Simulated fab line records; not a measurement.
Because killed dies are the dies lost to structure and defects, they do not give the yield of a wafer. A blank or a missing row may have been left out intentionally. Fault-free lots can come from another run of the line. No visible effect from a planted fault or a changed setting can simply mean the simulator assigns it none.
Split-lot study / flow n5-finfet / on a route of 1938 steps: 7 lots, 21 wafers read

## THE SPLIT ITSELF
At N5_BEOL_M11_EXPOSE_08 (exposes mask M11), the setting dose-mj was moved away from the recipe's 53.75 on 5 of the 21 wafers read, by -3.3% to -2.6%. For the rest of the wafers, this setting stayed at what the recipe calls for.

## FROM THE SPLIT TO THE READING: what the file shows between them, 2 steps
- N5_BEOL_M11_PEB_09: peb time 60 s
- N5_BEOL_M11_DEVELOP_10: develop time 30 s

## THE READING
cd-nm (nm) at N5_BEOL_M11_CD_MEAS_11, where the cd target is 64.1 nm. On this fab line, fault-free wafers typically give 64.1 nm with a standard deviation of 0.52 nm.

wafer=L074.4; tool, chamber at the split=arfi-scanner-03, 0; dose-mj as run=52.29; against the recipe=-2.7%; cd-nm, nm=62.2; against lot-mates on the recipe=-1.8
wafer=L074.5; tool, chamber at the split=arfi-scanner-03, 0; dose-mj as run=53.75; against the recipe=recipe; cd-nm, nm=64.0; against lot-mates on the recipe=-
wafer=L074.6; tool, chamber at the split=arfi-scanner-03, 0; dose-mj as run=52.29; against the recipe=-2.7%; cd-nm, nm=62.3; against lot-mates on the recipe=-1.7
wafer=L081.1; tool, chamber at the split=arfi-scanner-01, 0; dose-mj as run=52.33; against the recipe=-2.6%; cd-nm, nm=62.8; against lot-mates on the recipe=-1.5
wafer=L081.5; tool, chamber at the split=arfi-scanner-01, 0; dose-mj as run=53.75; against the recipe=recipe; cd-nm, nm=64.5; against lot-mates on the recipe=-
wafer=L081.6; tool, chamber at the split=arfi-scanner-01, 0; dose-mj as run=53.75; against the recipe=recipe; cd-nm, nm=64.0; against lot-mates on the recipe=-
wafer=L084.2; tool, chamber at the split=arfi-scanner-03, 0; dose-mj as run=53.75; against the recipe=recipe; cd-nm, nm=63.6; against lot-mates on the recipe=-
wafer=L084.4; tool, chamber at the split=arfi-scanner-03, 0; dose-mj as run=53.75; against the recipe=recipe; cd-nm, nm=63.3; against lot-mates on the recipe=-
wafer=L084.6; tool, chamber at the split=arfi-scanner-03, 0; dose-mj as run=53.75; against the recipe=recipe; cd-nm, nm=63.0; against lot-mates on the recipe=-
wafer=L086.2; tool, chamber at the split=arfi-scanner-01, 0; dose-mj as run=53.75; against the recipe=recipe; cd-nm, nm=64.1; against lot-mates on the recipe=-
wafer=L086.3; tool, chamber at the split=arfi-scanner-01, 0; dose-mj as run=53.75; against the recipe=recipe; cd-nm, nm=64.1; against lot-mates on the recipe=-
wafer=L086.4; tool, chamber at the split=arfi-scanner-01, 0; dose-mj as run=53.75; against the recipe=recipe; cd-nm, nm=64.1; against lot-mates on the recipe=-
wafer=L088.2; tool, chamber at the split=arfi-scanner-02, 0; dose-mj as run=53.75; against the recipe=recipe; cd-nm, nm=64.2; against lot-mates on the recipe=-
wafer=L088.4; tool, chamber at the split=arfi-scanner-02, 0; dose-mj as run=53.75; against the recipe=recipe; cd-nm, nm=64.8; against lot-mates on the recipe=-
wafer=L088.6; tool, chamber at the split=arfi-scanner-02, 0; dose-mj as run=53.75; against the recipe=recipe; cd-nm, nm=64.1; against lot-mates on the recipe=-
wafer=L093.1; tool, chamber at the split=arfi-scanner-02, 0; dose-mj as run=53.75; against the recipe=recipe; cd-nm, nm=65.0; against lot-mates on the recipe=-
wafer=L093.2; tool, chamber at the split=arfi-scanner-02, 0; dose-mj as run=53.75; against the recipe=recipe; cd-nm, nm=65.0; against lot-mates on the recipe=-
wafer=L093.3; tool, chamber at the split=arfi-scanner-02, 0; dose-mj as run=53.75; against the recipe=recipe; cd-nm, nm=64.0; against lot-mates on the recipe=-
wafer=L094.2; tool, chamber at the split=arfi-scanner-01, 0; dose-mj as run=53.75; against the recipe=recipe; cd-nm, nm=64.0; against lot-mates on the recipe=-
wafer=L094.3; tool, chamber at the split=arfi-scanner-01, 0; dose-mj as run=51.97; against the recipe=-3.3%; cd-nm, nm=62.5; against lot-mates on the recipe=-1.5
wafer=L094.4; tool, chamber at the split=arfi-scanner-01, 0; dose-mj as run=51.97; against the recipe=-3.3%; cd-nm, nm=62.0; against lot-mates on the recipe=-2.0

FIT RESULTS
A straight line over all 21 wafers: cd-nm changes by +0.593 nm for each +1% of dose-mj; r = +0.84; the points scatter about the line by 0.5 nm.
The same after taking each lot's own level away (the mean of its wafers on the recipe; 21 wafers): +0.57 nm for each +1%; r = +0.94; scatter 0.28 nm.
On that fit, the largest move of dose-mj shifts the reading by 1.9 nm.
The lots' own levels span 63.30 to 64.67 nm, that is 2.6 times the standard deviation above.
The two slopes agree, so the slope changes little with the lot-to-lot level.
Check: -2.02 nm against its lot-mates is what the line predicts for one of the wafers moved furthest among these (-3.3%) when that wafer is left out of the fit. It came out at -1.5 nm against them.

## ADDITIONAL SPLITS CARRIED BY THESE WAFERS
Note: prior to the reading, these wafers also went through further splits. Each is held against what the fit with the lots' levels taken away leaves over:
other split on the same wafers=N5_BEOL_M7_PECVD_70 temp-c; wafers away from the commonest value=5; r with cd-nm (lot level and that fit taken away)=-0.17
other split on the same wafers=N5_BEOL_M7_COAT_05 spin-rpm; wafers away from the commonest value=3; r with cd-nm (lot level and that fit taken away)=+0.06
other split on the same wafers=N5_BEOL_M7_VIA_ETCH_34 source-w; wafers away from the commonest value=7; r with cd-nm (lot level and that fit taken away)=+0.19
other split on the same wafers=N5_BEOL_M7_ETCH_41 source-w; wafers away from the commonest value=6; r with cd-nm (lot level and that fit taken away)=-0.09
other split on the same wafers=N5_BEOL_M8_COAT_05 spin-rpm; wafers away from the commonest value=7; r with cd-nm (lot level and that fit taken away)=-0.04
other split on the same wafers=N5_BEOL_M8_DESCUM_16 time-s; wafers away from the commonest value=7; r with cd-nm (lot level and that fit taken away)=+0.12
other split on the same wafers=N5_BEOL_M9_COAT_22 spin-rpm; wafers away from the commonest value=7; r with cd-nm (lot level and that fit taken away)=-0.50
other split on the same wafers=N5_BEOL_M9_ETCH_66 time-s; wafers away from the commonest value=5; r with cd-nm (lot level and that fit taken away)=+0.10

## THE WHOLE CHAIN: every reading that the file lists as answering this split, in the file's order
step=N5_BEOL_M11_CD_MEAS_11; what it does=target cd 64.1 nm; reading=cd-nm; change (the file's fit)=+0.573 nm for each +1% of the setting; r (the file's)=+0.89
step=N5_BEOL_M11_ETCH_61; what it does=etches SiARC in CF4, target depth 39 nm, time 65 s; reading=BEOL_M11.cd-offset-nm (the simulator's own value, which no gauge read); change (the file's fit)=+0.524 nm for each +1% of the setting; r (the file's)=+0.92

## FILE'S OWN FIT
cd-nm changes by +0.573 nm for each +1% of dose-mj, r = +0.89.
